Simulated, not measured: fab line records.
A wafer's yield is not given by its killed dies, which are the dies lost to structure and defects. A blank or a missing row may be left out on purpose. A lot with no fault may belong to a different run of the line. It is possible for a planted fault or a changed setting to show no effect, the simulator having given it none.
A struck lot beside a sound one || flow nand_harc || 6 steps out of a route of 1159
Sound: these wafers, L966.3, L966.5, L966.6. The struck wafers were L967.1, L967.2, L967.4. The cause is named last.
Each step with rows lists, per side, the tool, then ch with its chambers, then its first start. Under that, the readings that differ: sound wafers || struck wafers || difference of the means || sigmas: that difference in standard deviations of wafers without a fault.
alike: a reading whose means differ by less than 2 such deviations, as well as words and numbers matching on both sides. not compared: withheld readings; readings where some wafer has no value; bounds like >300 that might hide an equal value; numbers whose values overlap and for which the record gives no deviation.
The two part at a step that has a row with sigmas, a row that says differs or no value, or rows on one side only. When numbers do not overlap yet have no deviation, they are printed without sigmas and do not part them. A reading missing from all wafers of one side parts the sides only when that side holds two or more wafers.

NHARC_P_START_INSPECT_01:
  sound on defect_inspect-01 at day 3 00:02; struck on defect_inspect-01 at day 3 06:02
  alike: raw_defect_count
then, 2 steps without rows for these wafers: NHARC_P_ZERO_WELL_PRECLEAN_00 (cleans in SPM, time 600 s); NHARC_P_ZERO_WELL_SRD_01.
NHARC_P_ZERO_WELL_PECVD_02: deposits SiO2, target thk 10 nm.
  sound on pecvd-04 ch 1,2, day 3 00:30; struck on pecvd-04 ch 0,1,2, day 3 07:08
then, 2 steps without rows for these wafers: NHARC_P_ZERO_WELL_DEHYDRATE_03 (time 120 s); NHARC_END_SORT_01.

WHERE THEY PART
Nowhere in this record.

WHY: whatever the simulator had introduced
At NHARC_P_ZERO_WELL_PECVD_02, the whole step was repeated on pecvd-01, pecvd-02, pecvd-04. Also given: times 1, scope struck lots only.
